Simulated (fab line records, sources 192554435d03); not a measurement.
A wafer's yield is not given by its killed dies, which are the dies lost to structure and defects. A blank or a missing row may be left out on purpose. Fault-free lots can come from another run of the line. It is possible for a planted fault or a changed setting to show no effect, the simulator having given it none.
fab line records | flow n5-finfet
record: lots: 24 wafers: 72 last-day: 18
route steps=1938 shown BEOL_M1@801 BEOL_M2@858
lots with no fault: from the same line, run without faults
start-h: hours from the record's first day to the start of the lot's first wafer shown | wait-h: time in hours since the lot's previous step | " same as the row above | L1.1+2: one row covering several wafers at once | - either no value or no given start | * or withheld: withheld | < > ~ a bound
route shown NAME@n: a module of which the file shows steps, and the number in the route of the first | usual: the fault-free wafers' mean and standard deviation | same: alike in all rows | chamber/n: place in a boat | sites: readings site by site | _std_site: their standard deviation | _edge_site: mean of outer sites minus mean of inner sites | radius-mm: for every site, how far away it sits from the centre of the wafer | mask NAME#n: copy n | behind: the tool/chamber that last shaped the wafer | hold: reason for holding the lot/hours on hold/outcome of the hold | device: which transistor (n, p or np) failed to switch | end of line: at the end of the route, the tests of the same wafers | a step given without rows: its recipe and nothing more | killed: dies that structure and defects cost at the first sort, which is not the same as the wafer's yield | map: per-die view of a wafer (x killed, . not killed, _ where there is no die)
set.NAME: the setting that was run; set.NAME@STEP: the one run at that earlier step | model.NAME: the simulator's own value behind a step, which no gauge read
one table for each step of the route and one row for each wafer, over a sample of lots
services: a tool's chamber out of use, with start hour (start-h, from the record's first day; less than 0 if before it), hours out, and reason
== steps ==
step: N5_BEOL_M1_ETCH_41
recipe: chemistry: CH3F/O2 target: SiCN target-depth-a: 319 taper-deg: 2 time-s: 57.8 ion-energy-ev: 120 mask-material: TiN pressure-mtorr: 30 source-w: 395 bias-w: 75 Ar_flow_sccm: 150 CH3F_flow_sccm: 30 O2_flow_sccm: 20
usual: drypump-motor-current-A: 5.9/0.47 oes-product-au: 0.75/0.072 rf-vpp-V: 297.2/1.8 showerhead-plenum-p-Torr: 2.00/0.074 throttle-valve-pct: 16.49/0.25
columns lot.wafer tool chamber start-h wait-h drypump-motor-current-A oes-product-au rf-hours-counter-h rf-vpp-V showerhead-plenum-p-Torr throttle-valve-pct
L074.3 rie-diel-03 2 - - 6.2 0.70 184 298.2 2.07 16.47
L074.5 " 3 " " 5.8 0.81 - 295.8 1.96 16.09
L074.6 " 2 " " 6.2 0.70 - 298.1 2.06 16.48
L075.2 rie-diel-03 1 - - 6.8 0.70 188 296.9 1.91 16.69
L075.5 " 0 " " 5.7 0.76 - 299.3 2.08 16.61
L075.6 " 1 " " 6.8 0.70 - 295.6 1.91 16.66
L076.1 rie-diel-01 1 - - 5.5 0.71 238 298.9 2.06 16.77
L076.4 " 2 " " 5.4 0.73 168 298.7 2.08 16.44
L076.6 " 1 " " 5.5 0.71 - 298.0 2.06 16.77
L077.2 rie-diel-03 0 - - 5.7 0.75 143 299.5 2.08 16.62
L077.3 " 1 " " 6.8 0.69 192 295.7 1.91 16.67
L077.4 " 1 " " 6.8 0.69 - 295.7 1.91 16.68
L078.3 rie-diel-03 2 - - 6.2 0.70 189 298.7 2.06 16.48
L078.4 " 0 " " 5.7 0.77 145 299.7 2.08 16.64
L078.6 " 1 " " 6.8 0.70 - 295.3 1.91 16.68
L079.1 rie-diel-01 2 - - 5.4 0.73 175 297.0 2.08 16.44
L079.4 " 0 " " 5.5 0.71 213 297.4 1.99 16.65
L079.6 " 1 " " 5.5 0.70 - 297.9 2.06 16.78
L080.1 rie-diel-06 0 - - 6.5 0.75 179 296.2 1.91 16.09
L080.2 " 3 " " 5.9 0.79 120 293.6 1.86 16.07
L080.3 " 1 " " 6.5 0.88 29 300.6 2.13 16.23
L081.2 rie-diel-06 0 - - 6.5 0.76 180 295.8 1.91 16.09
L081.4 " 3 " " 5.9 0.79 122 294.1 1.86 16.06
L081.6 " 3 " " 5.9 0.79 - 294.1 1.86 16.06
L082.2 rie-diel-01 0 - - 5.5 0.69 219 297.0 1.99 16.66
L082.3 " 3 " " 5.4 0.77 138 296.5 2.01 16.63
L082.6 " 1 " " 5.5 0.71 - 299.3 2.06 16.79
L083.1 rie-diel-03 3 - - 5.8 0.78 111 295.9 1.95 16.10
L083.3 " 0 " " 5.7 0.75 156 299.5 2.08 16.65
L083.6 " 0 " " 5.8 0.75 - 299.4 2.08 16.65
L084.1 rie-diel-06 3 - - 5.9 0.78 126 294.9 1.86 16.07
L084.2 " 2 " " 5.6 0.70 245 296.6 1.97 16.91
L084.5 " 0 " " 6.5 0.75 - 296.0 1.91 16.10
L085.4 rie-diel-03 2 - - 6.2 0.68 207 297.6 2.06 16.52
L085.5 " 3 " " 5.9 0.78 - 294.7 1.95 16.12
L085.6 " 2 " " 6.2 0.68 - 299.3 2.06 16.49
L086.2 rie-diel-01 2 - - 5.4 0.72 191 298.1 2.07 16.47
L086.4 " 1 " " 5.5 0.97 3 299.5 2.06 16.30
L086.6 " 1 " " 5.5 0.97 - 298.9 2.05 16.28
L087.1 rie-diel-03 1 - - 6.8 0.68 206 294.5 1.91 16.70
L087.2 " 3 " " 5.8 0.78 120 295.1 1.95 16.14
L087.3 " 2 " " 6.2 0.68 210 298.9 2.06 16.51
L088.1 rie-diel-03 2 - - 6.3 0.68 211 299.5 2.06 16.53
L088.2 " 1 " " 6.8 0.69 207 295.4 1.91 16.70
L088.3 " 0 " " 5.7 0.75 165 298.7 2.08 16.68
L089.1 rie-diel-03 2 - - 6.2 0.67 213 297.4 2.05 16.51
L089.3 " 3 " " 5.8 0.77 124 296.7 1.95 16.11
L089.4 " 0 " " 5.7 0.74 167 298.9 2.08 16.66
L090.2 rie-diel-01 1 - - 5.5 0.94 11 299.0 2.05 16.31
L090.3 " 0 " " 5.5 0.68 236 295.2 1.99 16.69
L090.5 " 1 " " 5.5 0.94 - 298.3 2.05 16.30
L091.3 rie-diel-03 2 - - 6.2 0.68 216 298.6 2.05 16.51
L091.4 " 0 " " 5.8 0.74 170 299.9 2.07 16.69
L091.6 " 2 " " 6.2 0.67 - 298.4 2.05 16.54
L093.1 rie-diel-01 0 - - 5.5 0.68 242 294.8 1.98 16.70
L093.4 " 2 " " 5.4 0.71 205 299.3 2.07 16.49
L093.6 " 2 " " 5.4 0.71 - 297.6 2.07 16.50
L092.2 rie-diel-06 1 - - 6.5 0.85 54 298.3 2.12 16.27
L092.4 " 0 " " 6.5 0.73 205 294.4 1.91 16.14
L092.6 " 1 " " 6.5 0.85 - 299.3 2.12 16.29
L094.1 rie-diel-01 3 - - 5.4 0.75 160 297.6 2.00 16.66
L094.2 " 0 " " 5.5 0.68 248 296.9 1.98 16.70
L094.3 " 2 " " 5.4 0.71 211 298.5 2.07 16.50
L095.3 rie-diel-03 2 - - 6.3 0.67 227 297.0 2.05 16.55
L095.5 " 1 " " 6.8 0.67 - 295.7 1.90 16.73
L095.6 " 2 " " 6.2 0.67 - 298.5 2.05 16.55
L096.2 rie-diel-01 2 - - 5.4 0.70 211 298.4 2.07 16.52
L096.3 " 1 " " 5.5 0.92 22 298.1 2.05 16.33
L096.5 " 0 " " 5.5 0.67 - 296.9 1.98 16.72
L097.2 rie-diel-06 1 - - 6.5 0.84 61 299.4 2.12 16.30
L097.4 " 3 " " 5.8 0.75 153 292.8 1.85 16.11
L097.5 " 3 " " 5.8 0.75 - 293.5 1.85 16.13
step: N5_BEOL_M1_DEGAS_44
recipe: ambient: vacuum temp-c: 250 time-s: 60
usual: heater-power-w: 335/33
columns lot.wafer tool chamber start-h wait-h heater-power-w
L074.3 pvd-sputter-03 - 131.99 0.4 341
L074.5 " - " " 305
L074.6 " - " " 352
L075.2 pvd-sputter-03 - 134.89 0.6 343
L075.5 " - " " 346
L075.6 " - " " 352
L076.1 pvd-sputter-03 - 134.97 0.4 342
L076.4 " - " " 345
L076.6 " - " " 305
L077.2 pvd-sputter-02 - 146.82 0.5 345
L077.3 " - " " 339
L077.4 " - " " 384
L078.3 pvd-sputter-02 - 154.42 0.3 382
L078.4 " - " " 373
L078.6 " - " " 328
L079.1 pvd-sputter-01 - 154.89 0.0 327
L079.4 " - " " 321
L079.6 " - " " 316
L080.1 pvd-sputter-02 - 160.64 0.1 370
L080.2 " - " " 377
L080.3 " - " " 340
L081.2 pvd-sputter-03 - 168.59 0.6 347
L081.4 " - " " 342
L081.6 " - " " 299
L082.2 pvd-sputter-03 - 176.50 0.1 350
L082.3 " - " " 308
L082.6 " - " " 345
L083.1 pvd-sputter-02 - 182.57 0.4 331
L083.3 " - " " 345
L083.6 " - " " 376
L084.1 pvd-sputter-02 - 182.65 0.5 382
L084.2 " - " " 344
L084.5 " - " " 369
L085.4 pvd-sputter-03 - 200.17 0.5 350
L085.5 " - " " 346
L085.6 " - " " 310
L086.2 pvd-sputter-01 - 200.93 0.2 313
L086.4 " - " " 235
L086.6 " - " " 316
L087.1 pvd-sputter-01 - 207.01 0.2 309
L087.2 " - " " 318
L087.3 " - " " 316
L088.1 pvd-sputter-03 - 207.68 0.1 345
L088.2 " - " " 351
L088.3 " - " " 341
L089.1 pvd-sputter-01 - 216.68 0.3 319
L089.3 " - " " 236
L089.4 " - " " 304
L090.2 pvd-sputter-03 - 224.09 0.5 312
L090.3 " - " " 346
L090.5 " - " " 345
L091.3 pvd-sputter-02 - 224.31 0.3 373
L091.4 " - " " 369
L091.6 " - " " 367
L093.1 pvd-sputter-03 - 241.08 0.1 308
L093.4 " - " " 350
L093.6 " - " " 311
L092.2 pvd-sputter-02 - 250.67 0.2 366
L092.4 " - " " 326
L092.6 " - " " 328
L095.3 pvd-sputter-01 - 263.27 0.2 320
L095.5 " - " " 323
L095.6 " - " " 244
L094.1 pvd-sputter-02 - 263.28 0.2 336
L094.2 " - " " 347
L094.3 " - " " 387
L096.2 pvd-sputter-02 - 266.54 0.4 366
L096.3 " - " " 349
L096.5 " - " " 326
L097.2 pvd-sputter-02 - 273.15 0.0 375
L097.4 " - " " 332
L097.5 " - " " 379
step: N5_BEOL_M1_SPUTTER_79
recipe: material: Cu target-thk-a: 45 temp-c: -20 chamber-pressure-pa: 0.07 power-w: withheld time-s: 8.29
usual: throttle-valve-pct: 29.8/1.3
columns lot.wafer tool chamber start-h wait-h throttle-valve-pct
L074.3 pvd-sputter-01 - 133.57 0.1 27.4
L074.5 " - " " 27.2
L074.6 " - " " 28.7
L075.2 pvd-sputter-03 - 135.83 0.1 31.1
L075.5 " - " " 31.2
L075.6 " - " " 31.4
L076.1 pvd-sputter-01 - 135.97 0.1 27.2
L076.4 " - " " 28.9
L076.6 " - " " 28.4
L077.2 pvd-sputter-02 - 147.96 0.1 30.7
L077.3 " - " " 30.1
L077.4 " - " " 30.6
L078.3 pvd-sputter-01 - 155.22 0.1 27.1
L078.4 " - " " 27.1
L078.6 " - " " 28.4
L079.1 pvd-sputter-03 - 155.76 0.1 31.4
L079.4 " - " " 31.5
L079.6 " - " " 31.3
L080.1 pvd-sputter-03 - 161.57 0.1 31.1
L080.2 " - " " 31.3
L080.3 " - " " 31.8
L081.2 pvd-sputter-02 - 169.45 0.1 29.0
L081.4 " - " " 30.1
L081.6 " - " " 30.6
L082.2 pvd-sputter-02 - 177.47 0.1 29.3
L082.3 " - " " 30.8
L082.6 " - " " 30.7
L083.1 pvd-sputter-02 - 183.55 0.1 30.5
L083.3 " - " " 30.3
L083.6 " - " " 28.9
L084.1 pvd-sputter-01 - 184.82 0.1 28.5
L084.2 " - " " 29.1
L084.5 " - " " 30.5
L085.4 pvd-sputter-01 - 201.37 0.1 29.1
L085.5 " - " " 29.0
L085.6 " - " " 27.1
L086.2 pvd-sputter-02 - 202.00 0.1 28.9
L086.4 " - " " 30.2
L086.6 " - " " 29.8
L087.1 pvd-sputter-01 - 207.85 0.1 29.0
L087.2 " - " " 28.4
L087.3 " - " " 27.2
L088.1 pvd-sputter-01 - 209.85 0.1 30.6
L088.2 " - " " 27.1
L088.3 " - " " 28.5
L089.1 pvd-sputter-01 - 217.88 0.1 30.6
L089.3 " - " " 29.0
L089.4 " - " " 27.2
L090.2 pvd-sputter-03 - 225.03 0.1 31.4
L090.3 " - " " 31.5
L090.5 " - " " 31.3
L091.3 pvd-sputter-02 - 225.29 0.1 30.7
L091.4 " - " " 30.2
L091.6 " - " " 30.1
L093.1 pvd-sputter-03 - 242.09 0.1 31.1
L093.4 " - " " 31.5
L093.6 " - " " 31.4
L092.2 pvd-sputter-02 - 254.08 0.1 29.1
L092.4 " - " " 30.7
L092.6 " - " " 30.3
L094.1 pvd-sputter-02 - 264.06 0.1 30.1
L094.2 " - " " 29.0
L094.3 " - " " 30.7
L095.3 pvd-sputter-01 - 264.29 0.1 28.9
L095.5 " - " " 30.6
L095.6 " - " " 28.7
L096.2 pvd-sputter-01 - 267.61 0.1 29.0
L096.3 " - " " 27.4
L096.5 " - " " 27.2
L097.2 pvd-sputter-02 - 273.92 0.1 30.5
L097.4 " - " " 29.3
L097.5 " - " " 30.8
step: N5_BEOL_M1_ANNEAL_95
recipe: temp-c: 400 time-s: 240 ambient: vacuum
usual: heater-power-w: 817/96
columns lot.wafer tool chamber start-h wait-h heater-power-w
L074.3 pvd-sputter-01 - 134.97 0.0 767
L074.5 " - " " 779
L074.6 " - " " 806
L075.2 pvd-sputter-03 - 137.23 0.0 856
L075.5 " - " " 887
L075.6 " - " " 769
L076.1 pvd-sputter-01 - 137.37 0.0 780
L076.4 " - " " 786
L076.6 " - " " 807
L077.2 pvd-sputter-02 - 149.36 0.0 830
L077.3 " - " " 933
L077.4 " - " " 853
L078.3 pvd-sputter-01 - 156.62 0.0 780
L078.4 " - " " 785
L078.6 " - " " 796
L079.1 pvd-sputter-03 - 157.16 0.0 884
L079.4 " - " " 735
L079.6 " - " " 868
L080.1 pvd-sputter-03 - 162.97 0.0 885
L080.2 " - " " 865
L080.3 " - " " 767
L081.2 pvd-sputter-02 - 170.85 0.0 924
L081.4 " - " " 925
L081.6 " - " " 833
L082.2 pvd-sputter-02 - 178.87 0.0 919
L082.3 " - " " 847
L082.6 " - " " 861
L083.1 pvd-sputter-02 - 184.95 0.0 806
L083.3 " - " " 976
L083.6 " - " " 911
L084.1 pvd-sputter-01 - 186.22 0.0 797
L084.2 " - " " 761
L084.5 " - " " 606
L085.4 pvd-sputter-01 - 202.77 0.0 789
L085.5 " - " " 779
L085.6 " - " " 788
L086.2 pvd-sputter-02 - 203.40 0.0 935
L086.4 " - " " 952
L086.6 " - " " 942
L087.1 pvd-sputter-01 - 209.25 0.0 763
L087.2 " - " " 800
L087.3 " - " " 791
L088.1 pvd-sputter-01 - 211.25 0.0 601
L088.2 " - " " 781
L088.3 " - " " 808
L089.1 pvd-sputter-01 - 219.28 0.0 626
L089.3 " - " " 777
L089.4 " - " " 772
L090.2 pvd-sputter-03 - 226.43 0.0 871
L090.3 " - " " 771
L090.5 " - " " 872
L091.3 pvd-sputter-02 - 226.69 0.0 864
L091.4 " - " " 926
L091.6 " - " " 959
L093.1 pvd-sputter-03 - 243.49 0.0 890
L093.4 " - " " 867
L093.6 " - " " 874
L092.2 pvd-sputter-02 - 255.48 0.0 924
L092.4 " - " " 840
L092.6 " - " " 953
L094.1 pvd-sputter-02 - 265.46 0.0 938
L094.2 " - " " 897
L094.3 " - " " 857
L095.3 pvd-sputter-01 - 265.69 0.0 751
L095.5 " - " " 592
L095.6 " - " " 806
L096.2 pvd-sputter-01 - 269.01 0.0 755
L096.3 " - " " 782
L096.5 " - " " 767
L097.2 pvd-sputter-02 - 275.32 0.0 813
L097.4 " - " " 903
L097.5 " - " " 823
step: N5_BEOL_M1_CO_CAP_55
recipe: material: Co target-thk-a: 20 temp-c: 200 precursor: CCTBA/H2 pressure-torr: 30 time-s: 102.1
usual: heater-power-w: 246/18
columns lot.wafer tool chamber start-h wait-h heater-power-w
L074.3 cvd-co-02 0 136.03 0.1 256
L074.5 " 2 " " 265
L074.6 " 0 " " 253
L075.2 cvd-co-02 0 138.30 0.0 257
L075.5 " 1 " " 244
L075.6 " 0 " " 257
L076.1 cvd-co-01 2 138.51 0.0 272
L076.4 " 2 " " 265
L076.6 " 0 " " 216
L077.2 cvd-co-01 2 150.38 0.0 266
L077.3 " 1 " " 220
L077.4 " 1 " " 227
L078.3 cvd-co-02 1 157.63 0.0 239
L078.4 " 0 " " 257
L078.6 " 2 " " 259
L079.1 cvd-co-01 1 158.17 0.0 222
L079.4 " 0 " " 214
L079.6 " 2 " " 264
L080.1 cvd-co-02 1 163.99 0.0 247
L080.2 " 2 " " 262
L080.3 " 0 " " 261
L081.2 cvd-co-01 1 171.87 0.0 227
L081.4 " 0 " " 218
L081.6 " 2 " " 264
L082.2 cvd-co-02 2 179.88 0.0 265
L082.3 " 1 " " 245
L082.6 " 2 " " 260
L083.1 cvd-co-02 2 185.96 0.0 262
L083.3 " 0 " " 257
L083.6 " 1 " " 244
L084.1 cvd-co-02 2 187.24 0.0 259
L084.2 " 0 " " 252
L084.5 " 0 " " 255
L085.4 cvd-co-01 0 203.81 0.0 214
L085.5 " 2 " " 268
L085.6 " 1 " " 226
L086.2 cvd-co-01 2 204.41 0.0 274
L086.4 " 2 " " 270
L086.6 " 1 " " 223
L087.1 cvd-co-02 0 210.26 0.0 256
L087.2 " 1 " " 243
L087.3 " 2 " " 266
L088.1 cvd-co-02 0 212.27 0.0 253
L088.2 " 2 " " 264
L088.3 " 1 " " 244
L089.1 cvd-co-02 2 220.33 0.0 258
L089.3 " 0 " " 260
L089.4 " 0 " " 255
L091.3 cvd-co-02 0 228.32 0.0 262
L091.4 " 2 " " 262
L091.6 " 1 " " 248
L090.2 cvd-co-02 2 229.01 0.0 269
L090.3 " 1 " " 242
L090.5 " 2 " " 260
L093.1 cvd-co-01 2 244.51 0.0 270
L093.4 " 2 " " 273
L093.6 " 0 " " 211
L092.2 cvd-co-01 0 256.60 0.1 217
L092.4 " 0 " " 219
L092.6 " 0 " " 215
L094.1 cvd-co-01 2 266.46 0.0 273
L094.2 " 1 " " 228
L094.3 " 0 " " 215
L095.3 cvd-co-01 1 266.97 0.0 229
L095.5 " 2 " " 271
L095.6 " 0 " " 215
L096.2 cvd-co-02 2 270.23 0.0 256
L096.3 " 0 " " 255
L096.5 " 2 " " 257
L097.2 cvd-co-02 2 276.59 0.0 263
L097.4 " 2 " " 263
L097.5 " 0 " " 256
step: N5_BEOL_M2_ETCH_74
recipe: chemistry: N2/H2 target: underlayer target-depth-a: 65 mask-material: CAR-EUV time-s: 5.2 ion-energy-ev: 200 pressure-mtorr: 30 source-w: 840 bias-w: 150 n2-flow-sccm: 200 h2-flow-sccm: 200 ends: cleared
usual: drypump-motor-current-A: 5.8/0.42 etch-rf-on-time-s: 5.32/0.2 oes-product-au: 0.66/0.091 rf-vpp-V: 523/3.2 showerhead-plenum-p-Torr: 2.53/0.11 throttle-valve-pct: 17.84/0.27
columns lot.wafer tool chamber start-h wait-h drypump-motor-current-A etch-rf-on-time-s oes-product-au rf-hours-counter-h rf-vpp-V showerhead-plenum-p-Torr throttle-valve-pct
L074.3 rie-diel-05 2 138.31 0.0 5.4 5.45 0.62 158 517 2.33 17.71
L074.5 " 1 " " 6.2 5.36 0.65 - 527 2.64 17.84
L074.6 " 3 " " 5.6 4.82 0.85 - 525 2.50 18.03
L075.2 rie-diel-02 0 139.62 0.0 6.1 5.22 0.60 196 522 2.43 17.78
L075.5 " 3 " " 6.6 5.52 0.59 - 524 2.53 17.81
L075.6 " 0 " " 6.1 5.24 0.59 - 518 2.43 17.75
L076.1 rie-diel-02 3 141.77 0.0 6.5 5.55 0.58 197 525 2.53 17.80
L076.4 " 3 " " 6.5 5.58 0.58 - 523 2.53 17.80
L076.6 " 0 " " 6.1 5.29 0.59 - 520 2.43 17.79
L077.2 rie-diel-04 0 153.09 0.0 5.6 5.20 0.75 38 530 2.72 17.92
L077.3 " 1 " " 5.4 5.21 0.60 214 526 2.63 17.73
L077.4 " 1 " " 5.5 5.22 0.61 - 526 2.63 17.71
L078.3 rie-diel-04 0 160.23 0.0 5.6 5.21 0.74 42 526 2.72 17.92
L078.4 " 0 " " 5.6 5.28 0.74 - 529 2.72 17.91
L078.6 " 2 " " 5.3 5.42 0.57 - 522 2.53 18.39
L079.1 rie-diel-02 2 160.40 0.0 5.6 5.29 0.59 233 524 2.52 18.15
L079.4 " 0 " " 6.1 5.27 0.59 205 518 2.43 17.77
L079.6 " 3 " " 6.6 5.58 0.57 - 524 2.53 17.84
L080.1 rie-diel-04 0 165.83 0.0 5.6 5.16 0.74 44 530 2.72 17.91
L080.2 " 3 " " 6.0 5.25 0.82 4 524 2.48 17.26
L080.3 " 2 " " 5.3 5.37 0.58 234 524 2.53 18.38
L081.2 rie-diel-04 2 174.24 0.0 5.3 5.34 0.57 238 524 2.53 18.39
L081.4 " 0 " " 5.6 5.25 0.73 47 527 2.72 17.90
L081.6 " 3 " " 6.1 5.19 0.82 - 522 2.48 17.29
L082.2 rie-diel-02 3 182.02 0.0 6.5 5.69 0.57 211 521 2.52 17.84
L082.3 " 1 " " 5.9 5.52 0.77 12 527 2.62 17.63
L082.6 " 2 " " 5.6 5.21 0.59 - 525 2.52 18.18
L083.1 rie-diel-04 2 187.39 0.0 5.3 5.46 0.57 243 523 2.53 18.39
L083.3 " 0 " " 5.6 5.29 0.72 52 527 2.72 17.97
L083.6 " 0 " " 5.6 5.31 0.73 - 529 2.72 17.92
L084.1 rie-diel-02 3 191.76 0.0 6.6 5.53 0.57 214 525 2.52 17.85
L084.2 " 2 " " 5.6 5.27 0.58 245 524 2.52 18.19
L084.5 " 2 " " 5.6 5.25 0.57 - 523 2.52 18.19
L085.4 rie-diel-02 1 207.07 0.0 5.9 5.43 0.76 - 524 2.62 17.69
L085.5 " 3 " " 6.6 5.57 0.57 - 525 2.52 17.84
L085.6 " 0 " " 6.1 5.23 0.58 - 521 2.42 17.76
L086.2 rie-diel-02 1 207.48 0.0 5.9 5.55 0.75 21 525 2.61 17.70
L086.4 " 1 " " 5.9 5.49 0.75 - 526 2.61 17.70
L086.6 " 0 " " 6.1 5.24 0.57 - 519 2.42 17.81
L087.1 rie-diel-02 1 212.53 0.0 5.9 5.61 0.74 23 526 2.61 17.70
L087.2 " 0 " " 6.2 5.29 0.58 226 519 2.42 17.83
L087.3 " 3 " " 6.6 5.57 0.56 221 523 2.52 17.83
L088.1 rie-diel-05 2 213.39 0.0 5.5 5.43 0.60 186 520 2.32 17.75
L088.2 " 0 " " 5.2 4.95 0.78 21 526 2.61 17.41
L088.3 " 1 " " 6.2 5.36 0.64 170 527 2.63 17.89
L089.1 rie-diel-02 0 224.06 0.0 6.1 5.25 0.57 231 520 2.42 17.84
L089.3 " 3 " " 6.5 5.61 0.56 226 521 2.52 17.87
L089.4 " 3 " " 6.5 5.55 0.56 - 522 2.52 17.84
L091.3 rie-diel-05 1 231.28 0.0 6.1 5.37 0.62 177 527 2.63 17.93
L091.4 " 2 " " 5.5 5.44 0.60 192 517 2.32 17.75
L091.6 " 2 " " 5.5 5.44 0.60 - 518 2.32 17.76
L090.2 rie-diel-04 3 231.57 0.0 6.1 5.17 0.77 34 521 2.46 17.33
L090.3 " 0 " " 5.6 5.24 0.70 73 526 2.71 17.99
L090.5 " 2 " " 5.3 5.44 0.56 - 522 2.52 18.42
L093.1 rie-diel-02 1 246.92 0.0 5.9 5.57 0.73 37 526 2.61 17.72
L093.4 " 3 " " 6.6 5.54 0.55 232 523 2.52 17.87
L093.6 " 1 " " 5.9 5.55 0.74 - 527 2.61 17.70
L092.2 rie-diel-05 2 258.82 0.0 5.4 5.48 0.58 201 516 2.31 17.79
L092.4 " 1 " " 6.1 5.32 0.61 186 527 2.63 17.96
L092.6 " 0 " " 5.1 5.02 0.74 - 523 2.61 17.44
L094.1 rie-diel-05 2 267.89 0.0 5.5 5.44 0.60 204 517 2.31 17.77
L094.2 " 1 " " 6.2 5.37 0.62 188 528 2.62 17.93
L094.3 " 0 " " 5.1 5.05 0.75 40 526 2.60 17.43
L095.3 rie-diel-05 2 269.98 0.0 5.5 5.44 0.59 204 517 2.31 17.80
L095.5 " 3 " " 5.6 4.89 0.76 - 522 2.49 18.11
L095.6 " 0 " " 5.2 4.97 0.75 - 525 2.60 17.43
L096.2 rie-diel-05 0 272.62 0.0 5.1 5.07 0.75 41 525 2.61 17.43
L096.3 " 1 " " 6.2 5.51 0.61 190 527 2.62 17.94
L096.5 " 3 " " 5.6 4.94 0.75 - 522 2.49 18.12
L097.2 rie-diel-05 0 279.15 0.0 5.1 5.02 0.75 44 525 2.60 17.46
L097.4 " 3 " " 5.6 4.94 0.76 51 524 2.48 18.13
L097.5 " 3 " " 5.5 4.93 0.76 - 521 2.48 18.14
== services ==
columns tool chamber start-h hours kind
cvd-co-02 1 114.67 - clean
cvd-co-02 1 114.67 22.0 scheduled-down
cvd-co-01 - 115.75 1.1 repair
rie-diel-01 0 116.14 1.5 repair
rie-diel-01 2 127.11 6.6 repair
cvd-co-02 - 136.14 0.6 repair
rie-diel-03 2 140.26 5.8 repair
cvd-co-01 - 142.51 6.0 pm
rie-diel-04 3 143.18 13.8 repair
rie-diel-06 1 154.34 5.2 repair
rie-diel-05 - 164.14 0.3 repair
rie-diel-05 - 171.64 2.2 repair
rie-diel-02 3 173.21 5.4 repair
rie-diel-04 1 175.48 62.1 repair
rie-diel-06 - 199.41 3.9 repair
rie-diel-05 3 201.47 13.7 repair
rie-diel-01 3 207.40 19.4 repair
rie-diel-05 2 219.41 2.6 repair
cvd-co-01 - 225.40 8.7 repair
rie-diel-02 3 230.91 5.1 repair
cvd-co-01 1 243.35 14.7 repair
cvd-co-01 2 245.00 16.6 repair
cvd-co-02 - 261.34 3.8 pm
cvd-co-01 - 276.75 1.3 repair
== key ==
fault none
